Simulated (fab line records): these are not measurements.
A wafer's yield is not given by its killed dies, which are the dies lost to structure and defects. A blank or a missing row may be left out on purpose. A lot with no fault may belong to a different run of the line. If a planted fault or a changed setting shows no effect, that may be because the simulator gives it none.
fab line records	flow n5-finfet
record lots=24	wafers=72	last-day=18
route steps=1938 shown BEOL_M13@1705 BEOL_M14@1729 BEOL_M15@1786 MIM_BOT_LITHO@1863
lots that met no fault: taken from a fault-free run of the same line
start-h: hours from the record's opening day to when the first of the lot's shown wafers began	wait-h: time in hours since the lot's previous step	" as in the row above	L1.1+2: several wafers, shown together as one row	- no value, or no start given	* or withheld: withheld	< > ~ a bound
route shown NAME@n: a module of which the file shows steps, and the number in the route of the first	usual: mean and standard deviation over wafers with no fault	same: alike in all rows	chamber/n: place in a boat	sites: each site's reading	_std_site: standard deviation of those values	_edge_site: mean of outer sites minus mean of inner sites	radius-mm: for every site, how far away it sits from the centre of the wafer	mask NAME#n: copy n	behind: tool/chamber where the wafer was last shaped	hold: the reason the lot was held/the length of the hold in hours/how it ended	device: which transistor (n, p or np) failed to switch	end of line: at the end of the route, the tests of the same wafers	a step with no rows: only its recipe	killed: count of dies lost to structure and defects at first sort (not the wafer's yield)	map: a wafer's dies, x killed, . not, _ none there
set.NAME: the setting that was run; set.NAME@STEP: the one run at that earlier step	model.NAME: the simulator's own value behind a step, which no gauge read
steps of the route over a sample of lots; a table a step, a row a wafer
services: from which hour (start-h, from the record's first day; less than 0 if before it) a tool's chamber was out of use, for how many hours, and why
## steps
# step N5_BEOL_M13_SPUTTER_43
# recipe material=TaN	target-thk-a=150	temp-c=50	bias-v=168.6	power-w=15000	chamber-pressure-pa=0.12	time-s=24.19
# usual throttle-valve-pct=30.1/1.5
lot.wafer	tool	chamber	start-h	wait-h	throttle-valve-pct
L074.3	pvd-sputter-02	-	282.05	0.0	31.2
L074.4	"	-	"	"	29.8
L074.5	"	-	"	"	30.9
L075.3	pvd-sputter-01	-	282.65	0.0	30.8
L075.4	"	-	"	"	28.9
L075.6	"	-	"	"	31.2
L076.1	pvd-sputter-03	-	285.04	0.0	29.9
L076.2	"	-	"	"	27.5
L076.5	"	-	"	"	33.5
L079.1	pvd-sputter-03	-	285.52	0.0	29.5
L079.3	"	-	"	"	27.3
L079.5	"	-	"	"	29.3
L082.1	pvd-sputter-02	-	299.65	0.0	30.6
L082.4	"	-	"	"	29.4
L082.5	"	-	"	"	30.9
L081.1	pvd-sputter-02	-	300.25	0.0	30.8
L081.3	"	-	"	"	29.8
L081.6	"	-	"	"	29.8
L077.1	pvd-sputter-01	-	300.63	0.0	29.2
L077.3	"	-	"	"	29.8
L077.6	"	-	"	"	31.0
L080.1	pvd-sputter-03	-	310.75	0.0	27.1
L080.4	"	-	"	"	29.5
L080.5	"	-	"	"	29.7
L078.1	pvd-sputter-01	-	323.15	0.0	31.1
L078.4	"	-	"	"	29.4
L078.5	"	-	"	"	28.5
L084.2	pvd-sputter-02	-	329.32	0.0	30.7
L084.5	"	-	"	"	30.8
L084.6	"	-	"	"	30.0
L083.3	pvd-sputter-01	-	332.77	0.0	31.0
L083.5	"	-	"	"	31.1
L083.6	"	-	"	"	30.6
L086.2	pvd-sputter-03	-	337.20	0.0	29.6
L086.3	"	-	"	"	27.5
L086.6	"	-	"	"	30.2
L085.2	pvd-sputter-01	-	339.84	0.0	31.2
L085.3	"	-	"	"	30.6
L085.5	"	-	"	"	29.6
L089.1	pvd-sputter-03	-	356.36	0.0	27.7
L089.3	"	-	"	"	30.1
L089.5	"	-	"	"	33.8
L088.1	pvd-sputter-01	-	356.42	0.0	29.0
L088.2	"	-	"	"	30.5
L088.3	"	-	"	"	30.9
L087.3	pvd-sputter-03	-	358.96	0.0	33.9
L087.4	"	-	"	"	27.4
L087.5	"	-	"	"	33.7
L090.1	pvd-sputter-03	-	360.69	0.0	27.6
L090.2	"	-	"	"	29.5
L090.6	"	-	"	"	27.3
L091.1	pvd-sputter-01	-	373.01	0.0	30.7
L091.4	"	-	"	"	31.0
L091.5	"	-	"	"	28.9
L092.2	pvd-sputter-02	-	378.72	0.0	30.9
L092.4	"	-	"	"	29.8
L092.6	"	-	"	"	29.4
L094.1	pvd-sputter-03	-	379.06	0.0	29.3
L094.2	"	-	"	"	30.2
L094.4	"	-	"	"	27.6
L093.2	pvd-sputter-01	-	380.85	1.4	28.8
L093.3	"	-	"	"	29.6
L093.6	"	-	"	"	28.8
L095.4	pvd-sputter-02	-	394.58	0.0	30.4
L095.5	"	-	"	"	29.9
L095.6	"	-	"	"	30.7
L096.1	pvd-sputter-03	-	402.50	0.0	30.1
L096.3	"	-	"	"	29.5
L096.5	"	-	"	"	30.0
L097.2	pvd-sputter-03	-	406.24	0.0	30.2
L097.3	"	-	"	"	33.6
L097.6	"	-	"	"	29.5
# step N5_BEOL_M14_DESCUM_15
# recipe chemistry=O2	time-s=7.9	source-power-w=50	bias-power-w=20	pressure-mtorr=20	rf-frequency-hz=2.712e+07	temp-c=40	o2-flow-sccm=225
# usual drypump-motor-current-A=5.7/0.42	oes-product-au=0.82/0.073	rf-vpp-V=242.9/1.3	showerhead-plenum-p-Torr=2.08/0.075	throttle-valve-pct=20.44/0.23
lot.wafer	tool	chamber	start-h	wait-h	drypump-motor-current-A	oes-product-au	rf-hours-counter-h	rf-vpp-V	showerhead-plenum-p-Torr	throttle-valve-pct
L074.3	rie-diel-01	1	283.97	0.2	6.3	0.88	35	241.1	2.05	20.38
L074.4	"	0	"	"	4.8	0.92	9	243.4	2.05	20.51
L074.5	"	2	"	"	5.8	0.85	-	241.5	2.06	20.68
L075.3	rie-diel-03	0	285.94	0.7	5.2	0.69	222	241.6	1.97	20.39
L075.4	"	1	"	"	5.9	0.86	50	242.7	2.15	20.15
L075.6	"	2	"	"	5.8	0.93	-	246.7	2.24	20.52
L076.1	rie-diel-06	3	286.86	0.0	6.0	0.95	9	242.9	2.08	20.56
L076.2	"	0	"	"	5.8	0.75	156	241.7	1.99	20.05
L076.5	"	0	"	"	5.7	0.76	-	240.5	1.99	20.06
L079.1	rie-diel-06	0	287.35	0.0	5.8	0.76	156	242.1	1.99	20.06
L079.3	"	2	"	"	4.9	0.86	80	243.8	2.11	20.63
L079.5	"	3	"	"	6.0	0.94	-	244.2	2.08	20.56
L082.1	rie-diel-03	1	301.61	0.0	5.8	0.84	56	243.9	2.15	20.15
L082.4	"	2	"	"	5.8	0.91	23	245.4	2.24	20.55
L082.5	"	1	"	"	5.8	0.85	-	243.9	2.15	20.15
L081.1	rie-diel-03	3	302.44	0.0	5.8	0.76	138	242.7	2.12	20.71
L081.3	"	2	"	"	5.8	0.91	23	244.3	2.24	20.55
L081.6	"	0	"	"	5.2	0.68	-	242.7	1.97	20.38
L077.1	rie-diel-06	1	303.13	0.0	5.8	0.97	3	242.8	2.05	20.28
L077.3	"	2	"	"	4.9	0.85	87	242.6	2.11	20.64
L077.6	"	1	"	"	5.8	0.96	-	244.5	2.05	20.27
L080.1	rie-diel-06	0	312.76	0.0	5.8	0.74	166	242.5	1.98	20.07
L080.4	"	2	"	"	4.9	0.84	91	243.9	2.11	20.65
L080.5	"	0	"	"	5.8	0.74	-	242.3	1.98	20.07
L078.1	rie-diel-06	3	324.98	0.0	6.0	0.90	26	242.0	2.07	20.58
L078.4	"	1	"	"	5.8	0.92	12	243.0	2.04	20.29
L078.5	"	2	"	"	4.9	0.83	-	242.9	2.11	20.65
L084.2	rie-diel-03	3	331.14	0.0	5.8	0.74	149	243.0	2.11	20.73
L084.5	"	3	"	"	5.8	0.75	-	242.3	2.11	20.72
L084.6	"	0	"	"	5.2	0.67	-	240.7	1.97	20.40
L083.3	rie-diel-06	0	334.58	0.0	5.7	0.73	174	241.7	1.98	20.06
L083.5	"	0	"	"	5.7	0.74	-	241.5	1.98	20.09
L083.6	"	1	"	"	5.7	0.92	-	242.7	2.04	20.28
L086.2	rie-diel-06	2	339.44	0.5	4.9	0.84	102	243.1	2.11	20.64
L086.3	"	1	"	"	5.7	0.90	17	243.2	2.04	20.30
L086.6	"	0	"	"	5.8	0.74	-	242.1	1.98	20.09
L085.2	rie-diel-01	3	341.96	0.0	6.1	0.78	132	243.1	2.01	20.15
L085.3	"	0	"	"	4.8	0.88	29	243.1	2.04	20.54
L085.5	"	0	"	"	4.9	0.88	-	241.4	2.04	20.56
L089.1	rie-diel-03	0	359.27	0.2	5.2	0.67	249	240.3	1.96	20.42
L089.3	"	2	"	"	5.8	0.87	44	244.7	2.23	20.56
L089.5	"	0	"	"	5.2	0.66	-	240.8	1.96	20.41
L088.1	rie-diel-03	1	359.62	0.1	5.8	0.82	78	243.4	2.14	20.19
L088.2	"	3	"	"	5.8	0.74	158	242.7	2.11	20.74
L088.3	"	0	"	"	5.2	0.66	249	241.9	1.96	20.42
L087.3	rie-diel-03	3	361.43	0.5	5.8	0.74	159	244.0	2.11	20.74
L087.4	"	1	"	"	5.9	0.82	-	244.1	2.14	20.17
L087.5	"	2	"	"	5.8	0.88	-	245.1	2.23	20.58
L090.1	rie-diel-03	2	363.36	0.8	5.8	0.87	46	245.2	2.23	20.58
L090.2	"	3	"	"	5.8	0.74	161	244.0	2.11	20.75
L090.6	"	3	"	"	5.8	0.74	-	242.2	2.11	20.76
L091.1	rie-diel-06	3	374.82	0.0	6.0	0.87	45	243.3	2.07	20.61
L091.4	"	0	"	"	5.7	0.72	191	240.6	1.97	20.10
L091.5	"	1	"	"	5.8	0.88	-	243.2	2.04	20.30
L092.2	rie-diel-03	2	381.09	0.5	5.8	0.86	56	244.8	2.23	20.59
L092.4	"	0	"	"	5.2	0.97	3	245.6	2.22	19.99
L092.6	"	2	"	"	5.8	0.85	-	244.3	2.23	20.60
L094.1	rie-diel-01	2	381.20	0.0	5.8	0.81	95	241.5	2.05	20.76
L094.2	"	0	"	"	4.9	0.86	37	244.1	2.04	20.57
L094.4	"	1	"	"	6.3	0.82	65	242.8	2.04	20.41
L093.2	rie-diel-01	3	382.85	0.2	6.1	0.77	141	240.9	2.01	20.15
L093.3	"	1	"	"	6.3	0.82	66	241.9	2.04	20.43
L093.6	"	1	"	"	6.3	0.83	-	243.3	2.04	20.40
L095.4	rie-diel-01	0	396.42	0.0	4.8	0.85	43	240.7	2.04	20.57
L095.5	"	0	"	"	4.8	0.85	-	243.3	2.04	20.57
L095.6	"	3	"	"	6.1	0.76	-	241.0	2.01	20.14
L096.1	rie-diel-01	1	404.31	0.0	6.3	0.83	75	242.9	2.04	20.44
L096.3	"	3	"	"	6.1	0.77	149	240.8	2.01	20.16
L096.5	"	0	"	"	4.9	0.85	-	242.2	2.04	20.58
L097.2	rie-diel-06	2	408.38	0.2	4.9	0.81	128	243.3	2.10	20.70
L097.3	"	1	"	"	5.8	0.85	43	241.6	2.03	20.33
L097.6	"	3	"	"	6.0	0.84	-	242.0	2.06	20.61
# step N5_BEOL_M15_DESCUM_15
# recipe chemistry=O2	time-s=7.9	source-power-w=50	bias-power-w=20	pressure-mtorr=20	rf-frequency-hz=2.712e+07	temp-c=40	o2-flow-sccm=225
# usual drypump-motor-current-A=5.61/0.29	oes-product-au=0.80/0.091	rf-vpp-V=243.3/1.4	showerhead-plenum-p-Torr=2.09/0.075	throttle-valve-pct=20.35/0.24
lot.wafer	tool	chamber	start-h	wait-h	drypump-motor-current-A	oes-product-au	rf-hours-counter-h	rf-vpp-V	showerhead-plenum-p-Torr	throttle-valve-pct
L074.3	rie-diel-05	3	291.43	0.0	6.30	0.90	28	243.6	2.22	20.45
L074.4	"	1	"	"	5.12	0.82	65	243.3	2.13	20.28
L074.5	"	1	"	"	5.11	0.82	-	244.3	2.13	20.26
L075.3	rie-diel-04	3	295.63	0.3	5.50	0.68	248	241.4	1.98	20.80
L075.4	"	1	"	"	5.91	0.71	201	243.6	2.14	20.26
L075.6	"	1	"	"	5.93	0.71	-	244.1	2.14	20.25
L076.1	rie-diel-05	1	297.99	0.0	5.10	0.82	67	245.3	2.13	20.29
L076.2	"	0	"	"	5.32	0.72	201	242.3	2.05	20.24
L076.5	"	1	"	"	5.12	0.80	-	243.2	2.13	20.28
L079.1	rie-diel-05	2	299.22	0.5	5.88	0.72	185	242.8	2.07	20.22
L079.3	"	3	"	"	6.33	0.89	31	244.7	2.21	20.44
L079.5	"	1	"	"	5.08	0.83	-	243.0	2.13	20.27
L082.1	rie-diel-02	2	309.99	0.0	5.67	0.89	26	243.5	2.13	20.04
L082.4	"	0	"	"	5.30	0.70	-	242.8	1.98	20.54
L082.5	"	3	"	"	5.44	0.88	-	242.0	2.03	20.45
L077.1	rie-diel-04	1	311.06	0.0	5.92	0.71	207	245.1	2.14	20.27
L077.3	"	2	"	"	5.79	0.90	25	241.1	2.04	20.00
L077.6	"	2	"	"	5.74	0.89	-	241.4	2.04	20.03
L081.1	rie-diel-02	3	313.75	0.0	5.48	0.88	29	241.9	2.03	20.45
L081.3	"	2	"	"	5.67	0.89	29	243.2	2.12	20.04
L081.6	"	3	"	"	5.51	0.88	-	243.6	2.03	20.46
L080.1	rie-diel-02	2	325.07	0.0	5.71	0.87	33	244.3	2.12	20.05
L080.4	"	1	"	"	5.82	0.91	18	242.7	2.15	20.09
L080.5	"	0	"	"	5.30	0.69	-	241.6	1.98	20.57
L078.1	rie-diel-04	0	329.15	0.2	5.70	0.69	229	242.1	2.06	20.90
L078.4	"	3	"	"	5.50	0.98	2	245.9	2.24	20.55
L078.5	"	2	"	"	5.74	0.89	-	242.7	2.04	20.02
L084.2	rie-diel-04	0	337.08	0.0	5.70	0.69	231	242.4	2.06	20.90
L084.5	"	3	"	"	5.47	0.97	-	244.6	2.24	20.56
L084.6	"	0	"	"	5.71	0.69	-	244.3	2.06	20.90
L083.3	rie-diel-02	2	342.77	0.1	5.68	0.87	40	244.1	2.12	20.06
L083.5	"	1	"	"	5.80	0.89	-	243.4	2.15	20.10
L083.6	"	2	"	"	5.67	0.87	-	245.3	2.12	20.06
L086.2	rie-diel-02	0	345.52	0.5	5.29	0.69	238	240.7	1.98	20.56
L086.3	"	3	"	"	5.48	0.86	42	241.8	2.03	20.47
L086.6	"	0	"	"	5.28	0.69	-	242.2	1.98	20.57
L085.2	rie-diel-05	3	346.56	0.1	6.30	0.86	44	244.3	2.21	20.44
L085.3	"	0	"	"	5.30	0.70	213	242.9	2.05	20.27
L085.5	"	2	"	"	5.86	0.70	-	243.5	2.07	20.23
L089.1	rie-diel-02	0	365.14	0.0	5.31	0.68	245	242.7	1.98	20.58
L089.3	"	2	"	"	5.67	0.86	47	244.6	2.12	20.08
L089.5	"	0	"	"	5.31	0.69	-	242.4	1.98	20.59
L088.1	rie-diel-02	0	366.12	0.2	5.31	0.68	246	240.8	1.98	20.58
L088.2	"	2	"	"	5.70	0.85	47	243.9	2.12	20.08
L088.3	"	1	"	"	5.87	0.88	35	243.1	2.15	20.12
L087.3	rie-diel-02	0	368.44	0.0	5.31	0.68	246	241.7	1.98	20.59
L087.4	"	3	"	"	5.48	0.83	50	241.4	2.02	20.48
L087.5	"	3	"	"	5.50	0.84	-	243.7	2.02	20.48
L090.1	rie-diel-02	2	375.92	0.0	5.70	0.85	50	242.6	2.12	20.07
L090.2	"	1	"	"	5.84	0.88	38	241.8	2.15	20.14
L090.6	"	3	"	"	5.47	0.83	-	240.9	2.02	20.49
L091.1	rie-diel-04	2	385.42	0.1	5.77	0.87	51	243.1	2.03	20.03
L091.4	"	3	"	"	5.48	0.92	21	244.6	2.23	20.58
L091.5	"	3	"	"	5.49	0.92	-	245.8	2.23	20.59
L092.2	rie-diel-05	2	385.80	0.4	5.86	0.69	206	242.6	2.06	20.26
L092.4	"	1	"	"	5.09	0.78	93	244.2	2.12	20.31
L092.6	"	2	"	"	5.86	0.69	-	241.8	2.06	20.25
L094.1	rie-diel-02	1	386.11	0.0	5.87	0.87	41	243.9	2.14	20.13
L094.2	"	2	"	"	5.68	0.85	54	243.1	2.12	20.08
L094.4	"	1	"	"	5.84	0.87	-	243.9	2.15	20.10
L093.2	rie-diel-05	1	388.44	0.0	5.09	0.79	94	243.5	2.12	20.32
L093.3	"	0	"	"	5.32	0.70	226	242.2	2.04	20.30
L093.6	"	0	"	"	5.33	0.69	-	242.9	2.04	20.30
L095.4	rie-diel-04	2	401.35	0.0	5.77	0.85	-	243.0	2.03	20.06
L095.5	"	3	"	"	5.49	0.91	-	246.6	2.23	20.59
L095.6	"	1	"	"	5.92	0.68	-	243.3	2.13	20.32
L096.1	rie-diel-02	3	412.16	0.0	5.48	0.82	66	243.5	2.02	20.50
L096.3	"	2	"	"	5.66	0.83	61	243.2	2.11	20.10
L096.5	"	3	"	"	5.47	0.81	-	243.9	2.02	20.50
L097.2	rie-diel-04	3	413.62	0.0	5.49	0.91	32	245.6	2.23	20.60
L097.3	"	2	"	"	5.80	0.84	61	241.6	2.03	20.06
L097.6	"	1	"	"	5.91	0.68	-	243.8	2.13	20.32
# step N5_BEOL_M15_INSPECT_30
# recipe mode=adi	inspect-instrument=macro
# usual raw-defect-count=2.2/1.5
lot.wafer	tool	chamber	start-h	wait-h	raw-defect-count
L074.3	defect-inspect-01	-	293.14	0.0	2
L074.4	"	-	"	"	3
L074.5	"	-	"	"	0
L075.3	defect-inspect-01	-	297.18	0.0	2
L075.4	"	-	"	"	2
L075.6	"	-	"	"	1
L076.1	defect-inspect-02	-	299.54	0.0	2
L076.2	"	-	"	"	3
L076.5	"	-	"	"	1
L079.1	defect-inspect-02	-	300.80	0.0	1
L079.3	"	-	"	"	0
L079.5	"	-	"	"	2
L082.1	defect-inspect-01	-	311.60	0.0	2
L082.4	"	-	"	"	2
L082.5	"	-	"	"	4
L077.1	defect-inspect-02	-	312.50	0.0	4
L077.3	"	-	"	"	2
L077.6	"	-	"	"	1
L081.1	defect-inspect-01	-	315.30	0.0	1
L081.3	"	-	"	"	0
L081.6	"	-	"	"	3
L080.1	defect-inspect-02	-	326.62	0.0	2
L080.4	"	-	"	"	3
L080.5	"	-	"	"	2
L078.1	defect-inspect-01	-	330.62	0.0	3
L078.4	"	-	"	"	1
L078.5	"	-	"	"	3
L084.2	defect-inspect-01	-	338.51	0.0	0
L084.5	"	-	"	"	0
L084.6	"	-	"	"	3
L083.3	defect-inspect-01	-	344.22	0.0	7
L083.5	"	-	"	"	3
L083.6	"	-	"	"	5
L086.2	defect-inspect-02	-	346.95	0.0	2
L086.3	"	-	"	"	1
L086.6	"	-	"	"	3
L085.2	defect-inspect-01	-	348.29	0.0	1
L085.3	"	-	"	"	4
L085.5	"	-	"	"	1
L089.1	defect-inspect-01	-	366.69	0.0	1
L089.3	"	-	"	"	2
L089.5	"	-	"	"	4
L088.1	defect-inspect-02	-	367.68	0.0	2
L088.2	"	-	"	"	0
L088.3	"	-	"	"	1
L087.3	defect-inspect-01	-	369.86	0.0	2
L087.4	"	-	"	"	5
L087.5	"	-	"	"	2
L090.1	defect-inspect-01	-	377.47	0.0	4
L090.2	"	-	"	"	4
L090.6	"	-	"	"	3
L091.1	defect-inspect-02	-	387.01	0.0	3
L091.4	"	-	"	"	1
L091.5	"	-	"	"	0
L092.2	defect-inspect-01	-	387.35	0.0	2
L092.4	"	-	"	"	1
L092.6	"	-	"	"	2
L094.1	defect-inspect-02	-	387.74	0.0	1
L094.2	"	-	"	"	2
L094.4	"	-	"	"	4
L093.2	defect-inspect-02	-	390.00	0.0	2
L093.3	"	-	"	"	4
L093.6	"	-	"	"	0
L095.4	defect-inspect-02	-	403.17	0.0	0
L095.5	"	-	"	"	2
L095.6	"	-	"	"	3
L096.1	defect-inspect-01	-	413.71	0.0	1
L096.3	"	-	"	"	2
L096.5	"	-	"	"	2
L097.2	defect-inspect-02	-	415.05	0.0	3
L097.3	"	-	"	"	2
L097.6	"	-	"	"	2
# step N5_BEOL_M15_RS_MEAS_54
# recipe thk-meas-gauge=four-point-probe	reads=Cu_of_BEOL_M15_ECD_47+Ta_of_BEOL_M15_SPUTTER_44+TaN_of_BEOL_M15_SPUTTER_43
# usual M15_RS=0.0217/0.00046
lot.wafer	tool	chamber	start-h	wait-h	M15_RS[ohm/sq]
L074.3	film-metro-01	-	301.13	0.1	0.0213
L074.4	"	-	"	"	0.0216
L074.5	"	-	"	"	0.0216
L075.3	film-metro-01	-	303.29	0.1	0.0218
L075.4	"	-	"	"	0.0209
L075.6	"	-	"	"	0.0217
L076.1	film-metro-01	-	303.56	0.0	0.0215
L076.2	"	-	"	"	0.0215
L076.5	"	-	"	"	0.0214
L079.1	film-metro-02	-	306.30	0.0	0.0222
L079.3	"	-	"	"	0.0227
L079.5	"	-	"	"	0.0229
L082.1	film-metro-01	-	317.54	0.0	0.0224
L082.4	"	-	"	"	0.0225
L082.5	"	-	"	"	0.0218
L077.1	film-metro-01	-	319.29	0.0	0.0212
L077.3	"	-	"	"	0.0222
L077.6	"	-	"	"	0.0220
L081.1	film-metro-01	-	319.87	0.0	0.0213
L081.3	"	-	"	"	0.0214
L081.6	"	-	"	"	0.0226
L080.1	film-metro-02	-	329.79	0.0	0.0219
L080.4	"	-	"	"	0.0217
L080.5	"	-	"	"	0.0216
L078.1	film-metro-02	-	341.90	0.0	0.0216
L078.4	"	-	"	"	0.0219
L078.5	"	-	"	"	0.0213
L084.2	film-metro-02	-	342.44	0.1	0.0221
L084.5	"	-	"	"	0.0213
L084.6	"	-	"	"	0.0210
L083.3	film-metro-02	-	349.25	0.1	0.0211
L083.5	"	-	"	"	0.0228
L083.6	"	-	"	"	0.0221
L086.2	film-metro-02	-	352.05	0.1	0.0211
L086.3	"	-	"	"	0.0214
L086.6	"	-	"	"	0.0219
L085.2	film-metro-01	-	352.33	0.1	0.0220
L085.3	"	-	"	"	0.0211
L085.5	"	-	"	"	0.0213
L089.1	film-metro-02	-	371.54	0.0	0.0228
L089.3	"	-	"	"	0.0211
L089.5	"	-	"	"	0.0226
L088.1	film-metro-01	-	372.30	0.0	0.0214
L088.2	"	-	"	"	0.0220
L088.3	"	-	"	"	0.0213
L087.3	film-metro-02	-	374.83	0.1	0.0216
L087.4	"	-	"	"	0.0208
L087.5	"	-	"	"	0.0212
L090.1	film-metro-01	-	381.09	0.0	0.0214
L090.2	"	-	"	"	0.0228
L090.6	"	-	"	"	0.0217
L092.2	film-metro-02	-	393.28	0.1	0.0212
L092.4	"	-	"	"	0.0214
L092.6	"	-	"	"	0.0211
L094.1	film-metro-02	-	393.62	0.0	0.0216
L094.2	"	-	"	"	0.0219
L094.4	"	-	"	"	0.0214
L091.1	film-metro-01	-	393.64	0.0	0.0213
L091.4	"	-	"	"	0.0217
L091.5	"	-	"	"	0.0219
L093.2	film-metro-01	-	396.92	0.1	0.0217
L093.3	"	-	"	"	0.0219
L093.6	"	-	"	"	0.0219
L095.4	film-metro-01	-	406.91	0.0	0.0209
L095.5	"	-	"	"	0.0213
L095.6	"	-	"	"	0.0221
L096.1	film-metro-02	-	420.90	0.0	0.0216
L096.3	"	-	"	"	0.0220
L096.5	"	-	"	"	0.0220
L097.2	film-metro-02	-	421.30	0.1	0.0217
L097.3	"	-	"	"	0.0214
L097.6	"	-	"	"	0.0220
# step N5_MIM_BOT_LITHO_OVL_MEAS_11
# recipe points-per-wafer=44
# usual MIM_BOT_OVL=-1/6
lot.wafer	tool	chamber	start-h	wait-h	MIM_BOT_OVL[nm]
L074.3	overlay-02	0	306.54	0.0	1
L074.4	"	0	"	"	2
L074.5	"	0	"	"	8
L075.3	overlay-01	0	309.55	0.0	-7
L075.4	"	0	"	"	0
L075.6	"	0	"	"	-3
L076.1	overlay-02	0	309.77	0.0	-1
L076.2	"	0	"	"	5
L076.5	"	0	"	"	-3
L079.1	overlay-02	0	311.41	0.0	1
L079.3	"	0	"	"	0
L079.5	"	0	"	"	6
L082.1	overlay-02	0	321.35	0.0	0
L082.4	"	0	"	"	2
L082.5	"	0	"	"	2
L077.1	overlay-02	0	324.74	0.0	-10
L077.3	"	0	"	"	-7
L077.6	"	0	"	"	5
L081.1	overlay-01	0	325.05	0.0	-11
L081.3	"	0	"	"	-4
L081.6	"	0	"	"	-18
L080.1	overlay-02	0	334.96	0.0	1
L080.4	"	0	"	"	4
L080.5	"	0	"	"	5
L078.1	overlay-02	0	345.75	0.0	12
L078.4	"	0	"	"	-1
L078.5	"	0	"	"	3
L084.2	overlay-01	0	345.79	0.0	10
L084.5	"	0	"	"	1
L084.6	"	0	"	"	10
L083.3	overlay-01	0	352.71	0.0	-11
L083.5	"	0	"	"	-10
L083.6	"	0	"	"	-2
L085.2	overlay-01	0	358.05	0.0	1
L085.3	"	0	"	"	-2
L085.5	"	0	"	"	-5
L086.2	overlay-01	0	358.34	0.0	-10
L086.3	"	0	"	"	7
L086.6	"	0	"	"	-4
L089.1	overlay-01	0	377.70	0.0	-2
L089.3	"	0	"	"	-2
L089.5	"	0	"	"	0
L088.1	overlay-02	0	379.89	0.0	12
L088.2	"	0	"	"	1
L088.3	"	0	"	"	4
L087.3	overlay-02	0	383.55	0.0	-3
L087.4	"	0	"	"	9
L087.5	"	0	"	"	0
L090.1	overlay-02	0	385.41	0.0	4
L090.2	"	0	"	"	5
L090.6	"	0	"	"	10
L092.2	overlay-02	0	399.97	0.0	7
L092.4	"	0	"	"	5
L092.6	"	0	"	"	3
L094.1	overlay-01	0	400.17	0.0	-4
L094.2	"	0	"	"	-2
L094.4	"	0	"	"	-4
L091.1	overlay-02	0	400.33	0.0	-1
L091.4	"	0	"	"	-8
L091.5	"	0	"	"	-4
L093.2	overlay-01	0	403.42	0.0	-4
L093.3	"	0	"	"	-3
L093.6	"	0	"	"	-4
L095.4	overlay-01	0	412.01	0.0	-3
L095.5	"	0	"	"	-4
L095.6	"	0	"	"	2
L096.1	overlay-02	0	424.52	0.0	-5
L096.3	"	0	"	"	-5
L096.5	"	0	"	"	-7
L097.2	overlay-02	0	426.56	0.0	4
L097.3	"	0	"	"	-8
L097.6	"	0	"	"	8
## services
tool	chamber	start-h	hours	kind
rie-diel-02	3	261.30	17.6	repair
rie-diel-06	1	282.21	-	clean
rie-diel-06	1	282.21	-	consumable-replace:focus-ring
rie-diel-06	1	282.21	13.8	scheduled-down
rie-diel-06	1	282.21	13.8	vent-cycle
rie-diel-04	3	301.26	-	clean
rie-diel-01	2	306.55	1.8	repair
rie-diel-02	1	307.24	11.4	repair
rie-diel-01	-	317.64	2.8	pm
rie-diel-05	-	330.98	14.6	pm
pvd-sputter-01	-	352.83	2.6	repair
rie-diel-03	0	361.23	-	clean
rie-diel-03	0	361.23	-	consumable-replace:focus-ring
rie-diel-03	0	361.23	-	consumable-replace:showerhead
rie-diel-03	0	361.23	14.1	scheduled-down
rie-diel-03	0	361.23	14.1	vent-cycle
rie-diel-02	0	377.97	-	clean
rie-diel-02	0	377.97	-	consumable-replace:focus-ring
rie-diel-02	0	377.97	-	consumable-replace:showerhead
rie-diel-02	0	377.97	28.3	scheduled-down
rie-diel-02	0	377.97	28.3	vent-cycle
rie-diel-05	-	379.52	0.5	repair
rie-diel-02	3	381.15	5.7	repair
rie-diel-02	2	400.52	7.9	repair
## key
fault none
